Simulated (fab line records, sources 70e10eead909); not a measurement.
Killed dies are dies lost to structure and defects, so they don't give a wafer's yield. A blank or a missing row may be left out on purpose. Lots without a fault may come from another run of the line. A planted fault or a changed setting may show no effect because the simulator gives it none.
One fault seen from 2 desks | flow nand_harc | each desk has only its own numbers; what lay behind them comes last

THE TOOL OWNER'S DESK: ald_metal-04
The tool's own readings at NHARC_A_WL_FILL_ALD_02 (deposits TiN, target thk 2 nm, pulse time 3 s, ald cycles 100): means of the sampled wafers that have a number, for each lot that ran on this tool. A lot is out of limits, marked OUT, if its mean lies more than 4 standard deviations from the usual mean; the brackets give that distance.
Columns: A = heater_power_w at NHARC_A_WL_FILL_ALD_02, usual 1101 W; B = precursor_pulse_height_rel at NHARC_A_WL_FILL_ALD_02, usual 0.999
lot  | first seen here | A    | B
L606 | day 14 09:53    | 1072 | 0.977
L611 | day 15 12:05    | 1064 | 1.018
L622 | day 19 12:41    | 1136 | 0.985
This desk's finding: nothing out of limits on any of the 3 lots.

THE DEFECT DESK
What the inspections along the route counted, lot by lot: means of the sampled wafers that have a number. A lot is out of limits, marked OUT, if its mean lies more than 4 standard deviations from the usual mean; the brackets give that distance.
Columns: A = raw_defect_count at NHARC_A_SIN_REMOVE_INSPECT_04, usual 297
lot  | first seen here | A
L606 | day 14 08:00    | 318
L607 | day 15 11:22    | 328
L608 | day 15 11:22    | 250
L611 | day 15 11:22    | 234
L609 | day 15 11:23    | 307
L610 | day 15 16:07    | 212
L614 | day 19 06:59    | 282
L622 | day 19 11:48    | 305
L624 | day 19 11:48    | 295
L629 | day 21 15:43    | 303
L625 | day 21 15:43    | 341
L627 | day 22 05:06    | 252
This desk's finding: nothing out of limits on any of the 12 lots.

PUT TOGETHER
The tool owner's desk saw nothing out of limits.
The defect desk saw nothing out of limits.

WHAT THE SIMULATOR HAD PUT IN
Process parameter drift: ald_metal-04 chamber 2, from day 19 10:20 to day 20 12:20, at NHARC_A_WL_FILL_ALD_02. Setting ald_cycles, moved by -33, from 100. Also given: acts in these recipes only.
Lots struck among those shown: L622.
